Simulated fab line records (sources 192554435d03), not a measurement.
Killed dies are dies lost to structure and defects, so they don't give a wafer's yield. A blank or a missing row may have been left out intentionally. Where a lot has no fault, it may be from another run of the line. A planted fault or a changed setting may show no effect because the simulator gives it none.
fab line records	flow n5Finfet	part 1 of 2: steps 1 to 21 of 27
record lots=5	wafers=15	lastDay=18
route steps=1938 shown DUMMY_GATE@223
lots that met no fault: taken from a fault-free run of the same line
startH: start of the lot's first displayed wafer, in hours after the record's first day	waitH: hours since the lot's step before	" repeats the value in the row above	L1.1+2: one row covering several wafers at once	- no value, or no start was given	* or withheld: withheld	< > ~ a bound
route shown NAME@n: NAME is a module with steps in the file, n the number in the route of the first one	usual: mean and standard deviation over wafers with no fault	same: alike in all rows	chamber/n: place in a boat	sites: readings site by site	_std_site: the standard deviation of these	_edge_site: inner sites' mean taken away from outer sites' mean	radiusMm: for every site, how far away it sits from the centre of the wafer	mask NAME#n: copy n	behind: the most recent tool/chamber to have shaped the wafer	hold: why the lot was held/for how many hours/how that ended	device: transistor that didn't switch, given as n, p or np	end of line: the route-end tests of the same wafers	step lacking rows: just its recipe	killed: not the wafer's yield, but the dies lost to structure and defects at the first sort	map: per-die view of a wafer (x killed, . not killed, _ where there is no die)
set.NAME: setting as actually run; set.NAME@STEP: the setting as run at that earlier step	model.NAME: the simulator's own value behind a step, which no gauge read
certain route steps with their lots: each step a table, each wafer a row
services: when a tool's chamber went out of use (startH, in hours from the record's first day, below 0 if earlier), for how many hours, and the reason
## steps
# step N5_DUMMY_GATE_COAT_35
# recipe resist=SiARC	tempC=220	timeS=60	spinRpm=1500	resistThkNm=10
lot.wafer	tool	chamber	startH	waitH
L082.2+4+5	lithoTrack-01	0	-	-
L084.1+2+5	lithoTrack-01	0	-	-
L092.1+4+5	lithoTrack-04	0	-	-
L093.2+4+6	lithoTrack-01	0	-	-
L095.1+3+6	lithoTrack-03	0	-	-
# step N5_DUMMY_GATE_COAT_28
# recipe resist=underlayer	tempC=205	timeS=60	spinRpm=1500	resistThkNm=10
lot.wafer	tool	chamber	startH	waitH
L082.2+4+5	lithoTrack-01	0	-	-
L084.1+2+5	lithoTrack-01	0	-	-
L092.1+4+5	lithoTrack-04	0	-	-
L093.2+4+6	lithoTrack-01	0	-	-
L095.1+3+6	lithoTrack-03	0	-	-
# step N5_DUMMY_GATE_COAT_09
# recipe resist=CAR-EUV	spinRpm=1500	resistThkNm=30
lot.wafer	tool	chamber	startH	waitH
L082.2+4+5	lithoTrack-01	0	-	-
L084.1+2+5	lithoTrack-01	0	-	-
L092.1+4+5	lithoTrack-04	0	-	-
L093.2+4+6	lithoTrack-01	0	-	-
L095.1+3+6	lithoTrack-03	0	-	-
# step N5_DUMMY_GATE_EBR_11
# recipe solvent=PGMEA	ebrWidthMm=1.5
lot.wafer	tool	chamber	startH	waitH
L082.2+4+5	lithoTrack-01	0	-	-
L084.1+2+5	lithoTrack-01	0	-	-
L092.1+4+5	lithoTrack-04	0	-	-
L093.2+4+6	lithoTrack-01	0	-	-
L095.1+3+6	lithoTrack-03	0	-	-
# step N5_DUMMY_GATE_SOFTBAKE_10
# recipe tempC=110	timeS=60	resist=CAR-EUV
lot.wafer	tool	chamber	startH	waitH
L082.2+4+5	lithoTrack-01	0	-	-
L084.1+2+5	lithoTrack-01	0	-	-
L092.1+4+5	lithoTrack-04	0	-	-
L093.2+4+6	lithoTrack-01	0	-	-
L095.1+3+6	lithoTrack-03	0	-	-
# step N5_DUMMY_GATE_EXPOSE_12
# recipe maskId=GATE	na=0.33	sourceShape=annular	sigmaInner=0.2	sigmaOuter=0.6	polarization=unpolarized	targetCdNm=25	doseMj=34
# usual focusOffsetNm=-0.1/0.56
lot.wafer	tool	chamber	startH	waitH	mask	focusOffsetNm
L082.2	euvScanner-01	0	94.96	-	GATE#0	0.4
L082.4	"	0	"	"	GATE#0	-0.1
L082.5	"	0	"	"	GATE#0	0.9
L084.1	euvScanner-01	0	110.86	-	GATE#0	0.2
L084.2	"	0	"	"	GATE#0	-0.2
L084.5	"	0	"	"	GATE#0	0.4
L092.1	euvScanner-01	0	153.91	-	GATE#0	0.5
L092.4	"	0	"	"	GATE#0	0.6
L092.5	"	0	"	"	GATE#0	0.7
L093.2	euvScanner-01	0	161.42	-	GATE#0	0.3
L093.4	"	0	"	"	GATE#0	-0.6
L093.6	"	0	"	"	GATE#0	0.7
L095.1	euvScanner-02	0	173.05	-	GATE#0	0.4
L095.3	"	0	"	"	GATE#0	0.6
L095.6	"	0	"	"	GATE#0	-0.3
# step N5_DUMMY_GATE_PEB_13
# recipe pebTempC=100	pebTimeS=60	resist=CAR-EUV
lot.wafer	tool	chamber	startH	waitH
L082.2+4+5	lithoTrack-01	0	95.02	0.0
L084.1+2+5	lithoTrack-04	0	110.92	0.1
L092.1+4+5	lithoTrack-01	0	153.97	0.1
L093.2+4+6	lithoTrack-03	0	161.47	0.0
L095.1+3+6	lithoTrack-01	0	173.11	0.1
# step N5_DUMMY_GATE_DEVELOP_14
# recipe developTimeS=30	developer=TMAH	resist=CAR-EUV	rinseLiquid=surfactantRinse	dry=airSpin	devTempC=23
lot.wafer	tool	chamber	startH	waitH
L082.2+4+5	lithoTrack-01	0	-	-
L084.1+2+5	lithoTrack-04	0	-	-
L092.1+4+5	lithoTrack-01	0	-	-
L093.2+4+6	lithoTrack-03	0	-	-
L095.1+3+6	lithoTrack-01	0	-	-
# step N5_DUMMY_GATE_CD_MEAS_15
# recipe targetCdNm=25.8	landingEnergyEv=500	detector=seInlens
# usual cdNm=24.99/0.22
lot.wafer	tool	chamber	startH	waitH	cdNm
L082.2	cdSem-03	0	95.09	-	24.95
L082.4	"	0	"	"	24.68
L082.5	"	0	"	"	24.75
L084.1	cdSem-03	0	110.98	-	24.98
L084.2	"	0	"	"	24.78
L084.5	"	0	"	"	24.88
L092.1	cdSem-01	0	154.03	-	24.89
L092.4	"	0	"	"	24.96
L092.5	"	0	"	"	24.90
L093.2	cdSem-03	0	161.54	-	24.90
L093.4	"	0	"	"	24.67
L093.6	"	0	"	"	24.77
L095.1	cdSem-02	0	173.17	-	24.93
L095.3	"	0	"	"	24.76
L095.6	"	0	"	"	24.84
# step N5_DUMMY_GATE_OVL_MEAS_16
# recipe pointsPerWafer=522
# usual GATE_OVL=-0.1/0.58
lot.wafer	tool	chamber	startH	waitH	GATE_OVL[nm]
L082.2	overlay-02	0	95.13	0.0	-0.2
L082.4	"	0	"	"	-0.1
L082.5	"	0	"	"	0.3
L084.1	overlay-01	0	111.02	0.0	-0.2
L084.2	"	0	"	"	-0.6
L084.5	"	0	"	"	-0.4
L092.1	overlay-02	0	154.07	0.0	-0.2
L092.4	"	0	"	"	-1.0
L092.5	"	0	"	"	-0.6
L093.2	overlay-01	0	161.59	0.0	-0.5
L093.4	"	0	"	"	-0.5
L093.6	"	0	"	"	-0.9
L095.1	overlay-02	0	173.21	0.0	0.1
L095.3	"	0	"	"	0.7
L095.6	"	0	"	"	-1.0
# step N5_DUMMY_GATE_INSPECT_17
# recipe mode=adi	inspectInstrument=brightfield
# usual rawDefectCount=216/63
lot.wafer	tool	chamber	startH	waitH	rawDefectCount
L082.2	defectInspect-01	-	95.18	0.0	202
L082.4	"	-	"	"	257
L082.5	"	-	"	"	191
L084.1	defectInspect-02	-	111.08	0.1	303
L084.2	"	-	"	"	168
L084.5	"	-	"	"	214
L092.1	defectInspect-01	-	154.13	0.1	260
L092.4	"	-	"	"	190
L092.5	"	-	"	"	146
L093.2	defectInspect-01	-	161.65	0.0	195
L093.4	"	-	"	"	198
L093.6	"	-	"	"	225
L095.1	defectInspect-02	-	173.27	0.1	221
L095.3	"	-	"	"	191
L095.6	"	-	"	"	357
# step N5_DUMMY_GATE_DESCUM_20
# recipe chemistry=O2	timeS=6.2	sourcePowerW=50	biasPowerW=20	pressureMtorr=20	rfFrequencyHz=2.712e+07	tempC=40	resist=CAR-EUV	o2FlowSccm=225
# usual drypumpMotorCurrentA=5.8/0.35	oesProductAu=0.77/0.089	rfVppV=243.6/1.3	showerheadPlenumPTorr=2.12/0.069	throttleValvePct=20.51/0.23
lot.wafer	tool	chamber	startH	waitH	drypumpMotorCurrentA	oesProductAu	rfHoursCounterH	rfVppV	showerheadPlenumPTorr	throttleValvePct
L082.2	rieDiel-02	3	95.50	0.3	6.3	0.97	3	245.7	2.24	20.35
L082.4	"	2	"	"	6.2	0.70	193	243.0	2.07	20.26
L082.5	"	3	"	"	6.3	0.97	-	246.3	2.24	20.35
L084.1	rieDiel-02	1	111.12	0.0	5.7	0.67	244	243.1	2.13	20.36
L084.2	"	3	"	"	6.3	0.96	7	245.3	2.24	20.37
L084.5	"	0	"	"	5.4	0.77	-	245.8	2.17	20.80
L092.1	rieDiel-05	2	154.17	0.0	5.0	0.75	164	242.5	2.01	20.34
L092.4	"	0	"	"	6.1	0.70	207	244.5	2.16	20.49
L092.5	"	2	"	"	5.0	0.75	-	243.0	2.01	20.33
L093.2	rieDiel-01	1	161.99	0.3	5.8	0.70	242	244.1	2.17	20.97
L093.4	"	2	"	"	5.8	0.70	248	240.8	1.97	20.64
L093.6	"	0	"	"	6.3	0.88	-	244.4	2.12	20.52
L095.1	rieDiel-02	0	173.31	0.0	5.5	0.76	159	244.8	2.17	20.84
L095.3	"	2	"	"	6.2	0.70	210	243.7	2.07	20.29
L095.6	"	1	"	"	5.7	0.96	-	244.5	2.12	20.07
# step N5_DUMMY_GATE_ETCH_29
# recipe chemistry=N2/H2	target=underlayer	targetDepthA=130	ionEnergyEv=200	pressureMtorr=30	sourceW=840	biasW=150	n2FlowSccm=200	h2FlowSccm=200
# usual drypumpMotorCurrentA=5.8/0.35	n2FlowSccm=199.9/0.67	oesProductAu=0.77/0.092	rfVppV=524.8/2.3	showerheadPlenumPTorr=2.57/0.088	throttleValvePct=17.97/0.22
lot.wafer	tool	chamber	startH	waitH	drypumpMotorCurrentA	n2FlowSccm	oesProductAu	rfHoursCounterH	rfVppV	showerheadPlenumPTorr	throttleValvePct
L082.2	rieDiel-02	3	95.57	0.0	6.3	199.4	1.00	3	526.8	2.71	17.78
L082.4	"	2	"	"	6.2	200.0	0.70	193	523.9	2.54	17.84
L082.5	"	3	"	"	6.3	199.9	0.98	-	527.3	2.71	17.78
L084.1	rieDiel-02	1	111.18	0.0	5.7	199.5	0.67	244	525.6	2.60	17.98
L084.2	"	3	"	"	6.3	200.4	0.98	7	528.4	2.71	17.78
L084.5	"	0	"	"	5.5	199.2	0.75	-	528.3	2.65	18.24
L092.1	rieDiel-05	2	154.23	0.0	5.1	199.1	0.76	164	522.1	2.42	17.65
L092.4	"	0	"	"	6.1	200.3	0.69	207	525.4	2.62	18.09
L092.5	"	2	"	"	5.0	199.4	0.76	-	520.1	2.42	17.65
L093.2	rieDiel-01	1	162.05	0.0	5.8	200.0	0.70	242	528.1	2.63	18.39
L093.4	"	2	"	"	5.9	200.3	0.70	248	519.1	2.38	17.98
L093.6	"	0	"	"	6.3	199.9	0.88	-	525.8	2.61	18.13
L095.1	rieDiel-02	0	173.37	0.0	5.5	199.6	0.74	159	527.7	2.64	18.27
L095.3	"	2	"	"	6.2	199.3	0.68	210	523.6	2.53	17.87
L095.6	"	1	"	"	5.7	201.4	0.93	-	525.1	2.60	17.63
# step N5_DUMMY_GATE_ETCH_36
# recipe chemistry=CF4	target=SiARC	targetDepthA=130	pressureMtorr=40	sourceW=545	biasW=36	Ar_flow_sccm=100	cf4FlowSccm=100	ionEnergyEv=80
# usual cf4FlowSccm=99.99/0.3	drypumpMotorCurrentA=5.8/0.34	oesProductAu=0.77/0.092	rfVppV=184.4/1.2	showerheadPlenumPTorr=2.17/0.067	throttleValvePct=15.74/0.2
lot.wafer	tool	chamber	startH	waitH	cf4FlowSccm	drypumpMotorCurrentA	oesProductAu	rfHoursCounterH	rfVppV	showerheadPlenumPTorr	throttleValvePct
L082.2	rieDiel-02	3	95.61	0.0	99.78	6.3	0.99	3	186.6	2.27	15.36
L082.4	"	2	"	"	99.97	6.2	0.70	193	183.5	2.13	15.58
L082.5	"	3	"	"	99.49	6.2	0.99	-	186.4	2.27	15.34
L084.1	rieDiel-02	1	111.22	0.0	100.38	5.7	0.66	244	184.5	2.21	15.80
L084.2	"	3	"	"	99.86	6.2	0.98	7	186.4	2.27	15.34
L084.5	"	0	"	"	100.00	5.5	0.75	-	184.9	2.22	15.97
L092.1	rieDiel-05	2	154.27	0.0	99.50	5.0	0.76	164	181.2	2.06	15.54
L092.4	"	0	"	"	99.65	6.1	0.70	207	184.3	2.22	15.85
L092.5	"	2	"	"	100.07	5.0	0.76	-	184.0	2.06	15.54
L093.2	rieDiel-01	1	162.09	0.0	100.34	5.8	0.70	242	183.4	2.20	16.06
L093.4	"	2	"	"	100.31	5.8	0.69	248	180.8	2.02	15.88
L093.6	"	0	"	"	100.09	6.3	0.86	-	182.6	2.18	15.76
L095.1	rieDiel-02	0	173.41	0.0	99.87	5.5	0.75	159	184.4	2.22	16.01
L095.3	"	2	"	"	99.64	6.2	0.69	210	183.9	2.12	15.61
L095.6	"	1	"	"	99.99	5.7	0.95	-	184.3	2.20	15.35
# step N5_DUMMY_GATE_ETCH_37
# recipe chemistry=N2/H2	target=SOC	targetDepthA=600	overetchA=300	tempC=40	ionEnergyEv=200	pressureMtorr=30	sourceW=840	biasW=150	n2FlowSccm=200	h2FlowSccm=200
# usual drypumpMotorCurrentA=5.8/0.34	n2FlowSccm=200.0/0.67	oesProductAu=0.61/0.067	rfVppV=524.8/2.5	showerheadPlenumPTorr=2.57/0.088	throttleValvePct=17.90/0.22
lot.wafer	tool	chamber	startH	waitH	drypumpMotorCurrentA	n2FlowSccm	oesProductAu	rfHoursCounterH	rfVppV	showerheadPlenumPTorr	throttleValvePct
L082.2	rieDiel-02	3	95.65	0.0	6.3	199.2	0.77	3	530.3	2.71	17.70
L082.4	"	2	"	"	6.1	199.4	0.56	193	523.5	2.54	17.77
L082.5	"	3	"	"	6.3	199.5	0.76	-	529.2	2.71	17.69
L084.1	rieDiel-02	1	111.26	0.0	5.7	199.1	0.53	244	525.9	2.61	17.90
L084.2	"	3	"	"	6.3	198.7	0.76	7	529.0	2.71	17.72
L084.5	"	0	"	"	5.5	199.3	0.61	-	527.2	2.65	18.19
L092.1	rieDiel-05	2	154.31	0.0	5.0	200.6	0.60	164	520.6	2.42	17.59
L092.4	"	0	"	"	6.1	199.7	0.55	207	526.4	2.62	18.01
L092.5	"	2	"	"	5.0	199.7	0.59	-	521.5	2.42	17.59
L093.2	rieDiel-01	1	162.13	0.0	5.8	199.8	0.54	242	525.7	2.63	18.32
L093.4	"	2	"	"	5.8	199.9	0.55	248	518.3	2.38	17.92
L093.6	"	0	"	"	6.3	199.7	0.69	-	525.0	2.61	18.06
L095.1	rieDiel-02	0	173.45	0.0	5.5	200.7	0.60	159	529.1	2.64	18.21
L095.3	"	2	"	"	6.2	200.1	0.55	210	521.9	2.53	17.80
L095.6	"	1	"	"	5.7	200.7	0.74	-	524.5	2.60	17.54
# step N5_DUMMY_GATE_STRIP_38
# recipe chemistry=N2/H2	tempC=40	n2FlowSccm=200	h2FlowSccm=200	rfFrequencyHz=6e+07
lot.wafer	tool	chamber	startH	waitH
L082.2+4+5	rieDiel-02	3,2,3	95.69	0.0
L084.1+2+5	rieDiel-02	1,3,0	111.30	0.0
L092.1+4+5	rieDiel-05	2,0,2	154.35	0.0
L093.2+4+6	rieDiel-01	1,2,0	162.17	0.0
L095.1+3+6	rieDiel-02	0,2,1	173.49	0.0
# step N5_DUMMY_GATE_STRIP_39
# recipe chemistry=N2/H2	tempC=40	n2FlowSccm=200	h2FlowSccm=200	rfFrequencyHz=6e+07
lot.wafer	tool	chamber	startH	waitH
L082.2+4+5	rieDiel-02	3,2,3	95.70	0.0
L084.1+2+5	rieDiel-02	1,3,0	111.31	0.0
L092.1+4+5	rieDiel-05	2,0,2	154.36	0.0
L093.2+4+6	rieDiel-01	1,2,0	162.18	0.0
L095.1+3+6	rieDiel-02	0,2,1	173.50	0.0
# step N5_DUMMY_GATE_TRIM_49
# recipe chemistry=O2	resist=SOC	timeS=29	targetCdNm=14	sourcePowerW=300	biasPowerW=0	O2_flow_sccm=100	tempC=20
# usual drypumpMotorCurrentA=5.7/0.4	oesProductAu=1.006/0.017	throttleValvePct=8.14/0.13
lot.wafer	tool	chamber	startH	waitH	drypumpMotorCurrentA	oesProductAu	rfHoursCounterH	throttleValvePct
L082.2	rieSi-05	0	95.73	0.0	5.2	0.984	45	8.07
L082.4	"	1	"	"	5.5	1.020	165	8.32
L082.5	"	0	"	"	5.2	1.000	-	8.07
L084.1	rieSi-04	0	111.34	0.0	5.2	0.991	190	8.34
L084.2	"	1	"	"	5.1	1.004	5	8.12
L084.5	"	2	"	"	6.1	1.018	-	7.99
L092.1	rieSi-04	3	154.39	0.0	5.8	1.023	80	8.31
L092.4	"	1	"	"	5.1	0.998	6	8.11
L092.5	"	1	"	"	5.1	0.998	-	8.10
L093.2	rieSi-05	3	162.21	0.0	5.8	1.023	148	8.13
L093.4	"	0	"	"	5.2	0.982	-	8.07
L093.6	"	3	"	"	5.8	1.031	-	8.13
L095.1	rieSi-03	1	173.54	0.0	6.2	0.994	17	8.08
L095.3	"	0	"	"	5.6	0.985	5	7.92
L095.6	"	1	"	"	6.2	0.991	-	8.09
# step N5_DUMMY_GATE_STRIP_40
# recipe chemistry=CF4	resist=SiARC	powerW=300	biasPowerW=75	pressureMtorr=50	cf4FlowSccm=150	rfFrequencyHz=6e+07
# usual cf4FlowSccm=150.0/0.46	drypumpMotorCurrentA=5.8/0.34	oesProductAu=0.76/0.082	rfVppV=271.5/1.7	showerheadPlenumPTorr=1.82/0.055	throttleValvePct=13.72/0.21
lot.wafer	tool	chamber	startH	waitH	cf4FlowSccm	drypumpMotorCurrentA	oesProductAu	rfHoursCounterH	rfVppV	showerheadPlenumPTorr	throttleValvePct
L082.2	rieDiel-01	1	95.86	0.1	150.5	5.8	0.70	226	272.2	1.85	14.00
L082.4	"	2	"	"	149.3	5.9	0.70	233	266.8	1.70	13.87
L082.5	"	1	"	"	150.4	5.8	0.70	-	269.9	1.85	13.99
L084.1	rieDiel-05	0	111.47	0.1	149.6	6.1	0.70	196	270.2	1.87	13.84
L084.2	"	3	"	"	150.5	5.8	0.69	217	271.8	1.85	13.89
L084.5	"	3	"	"	150.0	5.8	0.70	-	270.7	1.85	13.87
L092.1	rieDiel-05	3	154.49	0.1	149.4	5.7	0.68	227	271.9	1.84	13.91
L092.4	"	2	"	"	150.6	5.1	0.74	164	269.1	1.72	13.51
L092.5	"	2	"	"	150.5	5.0	0.73	-	271.1	1.72	13.50
L093.2	rieDiel-02	2	162.31	0.1	149.3	6.2	0.69	207	271.0	1.79	13.64
L093.4	"	1	"	"	149.1	5.7	0.95	3	271.8	1.84	13.24
L093.6	"	3	"	"	149.7	6.2	0.91	-	274.4	1.89	13.30
L095.1	rieDiel-01	1	173.63	0.1	150.2	5.8	0.69	246	271.2	1.84	14.04
L095.3	"	3	"	"	149.6	5.8	0.86	51	271.0	1.83	13.57
L095.6	"	3	"	"	149.2	5.8	0.86	-	272.7	1.83	13.57
# step N5_DUMMY_GATE_CD_MEAS_50
# recipe targetCdNm=14
# usual cdNm=14.0/0.41
lot.wafer	tool	chamber	startH	waitH	cdNm
L082.2	cdSem-02	-	95.92	0.0	13.8
L082.4	"	-	"	"	13.9
L082.5	"	-	"	"	14.1
L084.1	cdSem-03	-	111.52	0.0	13.9
L084.2	"	-	"	"	14.1
L084.5	"	-	"	"	13.8
L092.1	cdSem-03	-	154.54	0.0	14.3
L092.4	"	-	"	"	13.8
L092.5	"	-	"	"	13.6
L093.2	cdSem-01	-	162.36	0.0	13.8
L093.4	"	-	"	"	14.2
L093.6	"	-	"	"	14.9
L095.1	cdSem-01	-	173.68	0.0	13.9
L095.3	"	-	"	"	14.0
L095.6	"	-	"	"	14.5
# step N5_DUMMY_GATE_ETCH_31
# recipe chemistry=C4F6/O2	target=SiO2	maskMaterial=SOC	targetDepthA=825	timeS=27.5	ionEnergyEv=250	pressureMtorr=30	sourceW=345	biasW=185	Ar_flow_sccm=300	C4F6_flow_sccm=10	O2_flow_sccm=10
# usual drypumpMotorCurrentA=5.8/0.36	oes_ar_750_au=0.77/0.086	oesProductAu=0.76/0.089	rfVppV=670/12	showerheadPlenumPTorr=2.88/0.084	throttleValvePct=21.27/0.2
lot.wafer	tool	chamber	startH	waitH	drypumpMotorCurrentA	oes_ar_750_au	oesProductAu	rfHoursCounterH	rfVppV	showerheadPlenumPTorr	throttleValvePct
L082.2	rieDiel-01	2	95.96	0.0	5.8	0.70	0.70	233	659	2.68	21.28
L082.4	"	1	"	"	5.8	0.71	0.70	226	641	2.95	21.65
L082.5	"	3	"	"	5.9	0.91	0.90	-	676	2.90	21.20
L084.1	rieDiel-02	3	111.59	0.1	6.3	0.96	0.96	7	654	3.01	20.99
L084.2	"	0	"	"	5.4	0.76	0.76	143	672	2.94	21.50
L084.5	"	1	"	"	5.7	0.67	0.67	-	675	2.94	21.33
L092.1	rieDiel-01	3	154.59	0.0	5.8	0.88	0.87	45	673	2.90	21.22
L092.4	"	2	"	"	5.8	0.70	0.70	246	658	2.68	21.28
L092.5	"	0	"	"	6.3	0.87	0.87	-	686	2.90	21.41
L093.2	rieDiel-01	2	162.44	0.1	5.8	0.70	0.69	248	658	2.67	21.30
L093.4	"	0	"	"	6.3	0.87	0.87	44	687	2.90	21.41
L093.6	"	1	"	"	5.8	0.70	0.69	-	640	2.94	21.68
L095.1	rieDiel-05	1	173.73	0.0	6.0	0.78	0.77	131	685	2.84	21.09
L095.3	"	3	"	"	5.7	0.69	0.70	232	674	2.91	21.34
L095.6	"	1	"	"	6.0	0.77	0.76	-	686	2.84	21.10
